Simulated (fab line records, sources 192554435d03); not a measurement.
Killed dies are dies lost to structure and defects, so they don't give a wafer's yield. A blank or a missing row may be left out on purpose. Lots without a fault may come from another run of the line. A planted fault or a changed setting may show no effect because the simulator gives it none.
A struck lot beside a sound one | flow n5_finfet | 36 steps out of a route of 1938
Sound: wafers L569.2, L569.3, L569.4. Struck: wafers L562.2, L562.5, L562.6. The cause comes at the end.
At each step with rows: each side's tool, then ch and its chambers, then its first start. Under that, the readings that differ: sound wafers | struck wafers | difference of the means | sigmas: that difference in standard deviations of wafers without a fault.
alike: readings whose means differ by less than 2 such deviations, and words and numbers that are the same on both sides. not compared: withheld readings, readings that some wafer has no value for, bounds like >300 that may hide the same value, and numbers for which the record gives no deviation and whose values overlap.
The two part at a step that has a row with sigmas, a row that says differs or no value, or rows on one side only. Numbers that don't overlap but have no deviation are shown without sigmas and don't part them. A reading that every wafer of one side lacks parts them only if that side has two wafers or more.

first, 9 steps without rows for these wafers: N5_BEOL_M4_ANNEAL_95 (time 240 s); N5_BEOL_M4_SPUTTER_96 (material Cu, target thk 4.5 nm, time 8.29 s); N5_BEOL_M4_ECD_50 (material Cu, target thk 300 nm); N5_BEOL_M4_ANNEAL_51 (time 90 s); N5_BEOL_M4_CMP_52 (polishes, stops on SiOC, t overpolish 6.8 s, target thk 40 nm); N5_BEOL_M4_PRE_CLEAN_60 (time 15 s); N5_BEOL_M4_CO_CAP_55 (material Co, precursor CCTBA/H2, target thk 2 nm, time 102.1 s); N5_BEOL_M4_PRE_CLEAN_56 (time 15 s); N5_BEOL_M4_DEP_57 (deposits SiCN from 3MS/NH3, target thk 8 nm, time 14 s).
N5_BEOL_M4_RC_MEAS_101:
  sound on prober-02 ch 0, day 15 04:00; struck on prober-02 ch 0, day 12 12:37
  alike: DIBL_N, DIBL_P, IOFF_N, IOFF_P, ION_N, ION_P, SS_N, SS_P, VT_N, VT_P
then, 24 steps without rows for these wafers: N5_BEOL_M5_ILD_DEP_00 (deposits SiCOH lowk from DEMS/porogen, target thk 140.64 nm, time 25.9 s); N5_BEOL_M5_CURE_79 (cures SiCOH lowk, time 240 s); N5_BEOL_M5_PECVD_70 (deposits SiO2 from TEOS/O2, target thk 16 nm, time 18 s); N5_BEOL_M5_HM_DEP_02 (deposits TiN, target thk 20 nm); N5_BEOL_M5_COAT_59 (time 60 s, resist thk 60 nm); N5_BEOL_M5_COAT_60 (time 60 s, resist thk 12 nm); N5_BEOL_M5_COAT_71 (time 60 s, resist thk 5 nm); N5_BEOL_M5_COAT_05 (resist thk 30 nm); N5_BEOL_M5_EBR_07; N5_BEOL_M5_SOFTBAKE_06 (time 60 s); N5_BEOL_M5_EXPOSE_08 (exposes mask M5, target cd 28 nm); N5_BEOL_M5_PEB_09 (peb time 60 s); N5_BEOL_M5_DEVELOP_10 (develop time 30 s); N5_BEOL_M5_DESCUM_16 (chemistry O2, time 7 s); N5_BEOL_M5_ETCH_72 (etches underlayer in N2/H2, target depth 6.5 nm, time 5.2 s); N5_BEOL_M5_ETCH_61 (etches SiARC in CF4, target depth 15.6 nm, time 26 s); N5_BEOL_M5_ETCH_62 (etches SOC in N2/H2, target depth 75 nm, overetch 15 nm, time 112.5 s); N5_BEOL_M5_STRIP_63 (strips in N2/H2); N5_BEOL_M5_STRIP_73 (strips in N2/H2); N5_BEOL_M5_STRIP_64 (strips in CF4); N5_BEOL_M5_HM_OPEN_17 (chemistry Cl2/BCl3, target TiN, target depth 20 nm, overetch 6 nm); N5_BEOL_M5_STRIP_19 (strips in O2); N5_BEOL_M5_COAT_65 (time 60 s, resist thk 60 nm); N5_BEOL_M5_COAT_66 (time 60 s, resist thk 12 nm).
N5_BEOL_M9_DEP_56: deposits SiCN from 3MS/NH3, target thk 15 nm, time 26.5 s.
  sound on pecvd-03 ch 0,2, day 17 04:20; struck on pecvd-02 ch 0,1, day 14 07:35
  no value came back on the struck wafers for chamber_pressure_Torr (Torr), rf_fwd_power_W (W), showerhead_plenum_p_Torr (Torr), throttle_valve_pct (%); on the sound wafers chamber_pressure_Torr (Torr) reads 3.001 3.009 2.988
  not compared: since_wet_clean_h
-- the record jumps here: 2 days lie between the struck wafers' starts before and after (it left off in module BEOL_M9 and takes up again in module PASSIVATION, whose first step shown is number 1936 of the route) --
N5_PASSIVATION_PROBE_49:
  the record has rows for the struck wafers here (prober-01, day 16 16:37) and none for the sound ones

WHERE THEY PART
First at N5_BEOL_M9_DEP_56; last, within this record, at N5_PASSIVATION_PROBE_49.

WHY: what the simulator had put in
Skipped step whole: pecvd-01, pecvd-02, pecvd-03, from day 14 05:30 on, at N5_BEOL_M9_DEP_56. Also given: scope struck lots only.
